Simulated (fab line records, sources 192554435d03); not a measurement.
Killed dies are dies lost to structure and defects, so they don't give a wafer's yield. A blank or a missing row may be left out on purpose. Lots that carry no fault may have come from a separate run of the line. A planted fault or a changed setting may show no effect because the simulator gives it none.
Matching of chambers / flow n5_finfet / N5_BEOL_M5_PRE_CLEAN_77 on cvd_co-02: 3 sister chambers
The step time 15 s. 18 wafers are shown with their chamber, then 9 later ones without.

== WAFERS, EACH WITH ITS CHAMBER ==
wafer=L074.1; chamber=2; heater_power_w (W)=101
wafer=L074.3; chamber=1; heater_power_w (W)=30
wafer=L074.4; chamber=1; heater_power_w (W)=29
wafer=L076.4; chamber=0; heater_power_w (W)=82
wafer=L076.5; chamber=2; heater_power_w (W)=102
wafer=L076.6; chamber=1; heater_power_w (W)=29
wafer=L080.1; chamber=0; heater_power_w (W)=83
wafer=L080.4; chamber=1; heater_power_w (W)=29
wafer=L080.5; chamber=2; heater_power_w (W)=103
wafer=L082.1; chamber=2; heater_power_w (W)=99
wafer=L082.3; chamber=0; heater_power_w (W)=82
wafer=L082.4; chamber=0; heater_power_w (W)=81
wafer=L085.2; chamber=2; heater_power_w (W)=102
wafer=L085.4; chamber=0; heater_power_w (W)=81
wafer=L085.6; chamber=1; heater_power_w (W)=30
wafer=L090.2; chamber=2; heater_power_w (W)=102
wafer=L090.3; chamber=1; heater_power_w (W)=30
wafer=L090.5; chamber=2; heater_power_w (W)=104

SIGNATURES (averages over the wafers above)
reading=heater_power_w; chamber 0=81.80; chamber 1=29.50; chamber 2=101.86; scatter within a chamber=1.13
Rule: for each reading, subtract the chamber's mean from the wafer's reading, divide by that reading's scatter and square the result; add these up over the readings and take the root, which gives the wafer's distance from the chamber. The wafer belongs to the nearest chamber; if the next one is less than 2 further off, it can't be placed. The scatter is the square root of a quotient: the sum, over the shown wafers, of each reading's squared deviation from its chamber's mean, divided by wafers minus chambers.

== WAFERS WITHOUT THEIR CHAMBER ==
wafer=L091.3; heater_power_w (W)=106
wafer=L091.4; heater_power_w (W)=83
wafer=L091.6; heater_power_w (W)=31
wafer=L093.2; heater_power_w (W)=103
wafer=L093.5; heater_power_w (W)=102
wafer=L093.6; heater_power_w (W)=30
wafer=L095.1; heater_power_w (W)=83
wafer=L095.2; heater_power_w (W)=31
wafer=L095.3; heater_power_w (W)=103

== THE CHAMBER EACH PASSED THROUGH ==
wafer=L091.3; from the rows above=2; in truth=2
wafer=L091.4; from the rows above=0; in truth=0
wafer=L091.6; from the rows above=1; in truth=1
wafer=L093.2; from the rows above=2; in truth=2
wafer=L093.5; from the rows above=2; in truth=2
wafer=L093.6; from the rows above=1; in truth=1
wafer=L095.1; from the rows above=0; in truth=0
wafer=L095.2; from the rows above=1; in truth=1
wafer=L095.3; from the rows above=2; in truth=2
Correct placement for 9 of the 9. From these rows, 0 cannot be placed. Wrongly placed: 0.
